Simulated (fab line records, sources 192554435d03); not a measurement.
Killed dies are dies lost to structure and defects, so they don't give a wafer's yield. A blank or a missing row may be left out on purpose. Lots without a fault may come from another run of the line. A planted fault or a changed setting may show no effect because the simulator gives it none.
Chamber matching | flow n5_finfet | N5_BEOL_M0_SAQP_DESCUM_45 on rie_diel-06: 4 sister chambers
The step chemistry O2, time 7 s. 4 wafers are shown with their chamber, then 8 later ones without.

WAFERS WITH THEIR CHAMBER
wafer  | chamber | drypump_motor_current_A (A)
L093.2 | 2       | 5.9
L093.4 | 1       | 6.6
L093.6 | 3       | 6.5
L095.1 | 0       | 5.2

WAFERS WITHOUT THEIR CHAMBER
wafer  | drypump_motor_current_A (A)
L095.3 | 6.4
L095.4 | 5.9
L096.1 | 5.9
L096.2 | 5.1
L096.3 | 6.5
L097.1 | 6.6
L097.4 | 6.5
L097.5 | 6.5

WHICH CHAMBER EACH WENT THROUGH
wafer  | from the rows above     | in truth
L095.3 | can't be placed: 3 or 1 | 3
L095.4 | 2                       | 2
L096.1 | 2                       | 2
L096.2 | 0                       | 0
L096.3 | can't be placed: 3 or 1 | 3
L097.1 | can't be placed: 1 or 3 | 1
L097.4 | can't be placed: 3 or 1 | 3
L097.5 | can't be placed: 3 or 1 | 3
Placed correctly: 3 of 8. Can't be placed from these rows: 5 (the true chamber is among the candidates in 5). Placed wrongly: 0.
How it was worked out, from the rows above alone: a wafer's distance from a chamber is the root of the sum, over the readings, of the square of ((its reading less the chamber's mean) divided by the reading's scatter). The wafer belongs to the nearest chamber; if the next one is less than 2 further off, it can't be placed. A chamber's mean is the mean of its shown wafers. The scatter: with one shown wafer a chamber, the root of the mean of the squares of how far each hidden wafer lies from its nearest shown one.
